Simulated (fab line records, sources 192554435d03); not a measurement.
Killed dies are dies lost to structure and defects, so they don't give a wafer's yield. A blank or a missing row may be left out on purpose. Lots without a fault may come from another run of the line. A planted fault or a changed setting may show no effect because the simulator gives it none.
Chamber matching | flow n5_finfet | N5_SPACER0_ALD_07 on ald_sin-03: 4 sister chambers
The step deposits SiNx, target thk 2 nm. 14 wafers are shown with their chamber, then 7 later ones without.

WAFERS WITH THEIR CHAMBER
wafer  | chamber | heater_power_w (W) | chamber_pressure_Torr (Torr)
L074.3 | 3       | 867                | 2.005
L074.4 | 1       | 910                | 2.004
L074.5 | 2       | 1049               | 1.995
L081.1 | 3       | 867                | 1.995
L081.3 | 0       | 808                | 2.001
L081.4 | 1       | 884                | 1.999
L082.3 | 3       | 868                | 1.999
L082.5 | 3       | 864                | 1.996
L082.6 | 0       | 797                | 2.000
L085.3 | 2       | 1032               | 1.995
L085.4 | 3       | 895                | 2.000
L085.6 | 3       | 872                | 2.007
L088.3 | 0       | 798                | 1.991
L088.5 | 3       | 848                | 2.000

SIGNATURES (means of the wafers above)
reading               | chamber 0 | chamber 1 | chamber 2 | chamber 3 | scatter within a chamber
heater_power_w        | 801.00    | 897.00    | 1040.50   | 868.71    | 13.1
chamber_pressure_Torr | 1.99733   | 2.00150   | 1.99500   | 2.00029   | 0.00434
Rule: a wafer's distance from a chamber is the root of the sum, over the readings, of the square of ((its reading less the chamber's mean) divided by the reading's scatter). The wafer belongs to the nearest chamber; if the next one is less than 2 further off, it can't be placed. The scatter: the root of (the sum of the squares of (reading less its chamber's mean) over the shown wafers, divided by (wafers less chambers)).

WAFERS WITHOUT THEIR CHAMBER
wafer  | heater_power_w (W) | chamber_pressure_Torr (Torr)
L088.6 | 786                | 2.000
L089.2 | 876                | 2.001
L089.4 | 809                | 1.996
L089.5 | 799                | 1.997
L093.3 | 791                | 2.010
L093.5 | 766                | 2.003
L093.6 | 883                | 1.996

WHICH CHAMBER EACH WENT THROUGH
wafer  | from the rows above     | in truth
L088.6 | 0                       | 0
L089.2 | can't be placed: 3 or 1 | 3
L089.4 | 0                       | 0
L089.5 | 0                       | 0
L093.3 | 0                       | 0
L093.5 | 0                       | 0
L093.6 | can't be placed: 3 or 1 | 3
Placed correctly: 5 of 7. Can't be placed from these rows: 2 (the true chamber is among the candidates in 2). Placed wrongly: 0.
